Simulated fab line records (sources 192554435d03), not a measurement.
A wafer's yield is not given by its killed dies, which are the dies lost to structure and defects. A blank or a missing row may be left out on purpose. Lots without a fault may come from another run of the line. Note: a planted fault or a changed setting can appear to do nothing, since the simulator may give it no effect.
Matching of chambers ; flow n5Finfet ; N5_BEOL_M5_DEP_56 on pecvd-03: 3 sister chambers
The step deposits SiCN from 3MS/NH3, target thk 8 nm, time 14 s. 20 wafers are shown with their chamber, then 10 later ones without.

WAFERS PAIRED WITH THEIR CHAMBERS
wafer;chamber;showerheadPlenumPTorr (Torr);throttleValvePct (%)
L076.4;0;3.693;8.8
L076.5;0;3.691;8.7
L076.6;2;3.657;8.9
L081.2;1;3.671;9.3
L081.4;1;3.664;9.0
L081.6;2;3.655;8.9
L083.1;2;3.654;9.2
L083.2;1;3.673;9.1
L083.6;1;3.663;8.8
L089.1;1;3.665;9.0
L089.4;0;3.685;8.7
L089.6;2;3.652;9.2
L091.3;2;3.644;9.3
L091.4;2;3.649;9.1
L091.6;0;3.690;8.6
L094.1;0;3.692;8.8
L094.2;1;3.664;8.9
L094.3;2;3.655;9.0
L094.4;1;3.672;8.6
L094.5;0;3.686;8.9

SIGNATURES (averages over the wafers above)
reading;chamber 0;chamber 1;chamber 2;scatter within a chamber
showerheadPlenumPTorr;3.68950;3.66743;3.65229;0.00411
throttleValvePct;8.750;8.957;9.086;0.172
Rule: for a wafer and a chamber, the distance is found by dividing, reading by reading, the gap between the wafer's reading and the chamber's mean by the reading's scatter, squaring, summing and taking the root. If the next closest chamber is less than 2 further off than the closest, the wafer can't be placed; otherwise it belongs to the closest. How the scatter is found: for the shown wafers, subtract from each reading the mean of its chamber, square and add these, divide the total by (wafers less chambers), then take the root.

WAFERS WHOSE CHAMBER IS MISSING
wafer;showerheadPlenumPTorr (Torr);throttleValvePct (%)
L094.6;3.656;9.1
L097.1;3.655;9.1
L097.2;3.689;8.8
L097.3;3.670;9.0
L097.4;3.655;9.2
L097.5;3.681;8.6
L097.6;3.662;9.2
L096.1;3.691;8.6
L096.3;3.647;9.2
L096.5;3.685;8.9

CHAMBER TAKEN BY EACH
wafer;from the rows above;in truth
L094.6;can't be placed: 2 or 1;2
L097.1;2;2
L097.2;0;0
L097.3;1;1
L097.4;2;2
L097.5;can't be placed: 0 or 1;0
L097.6;can't be placed: 1 or 2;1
L096.1;0;0
L096.3;2;2
L096.5;0;0
Placed correctly: 7 of 10. Not placeable from these rows: 3 (in 3, the candidates include the true chamber). Wrongly placed: 0.
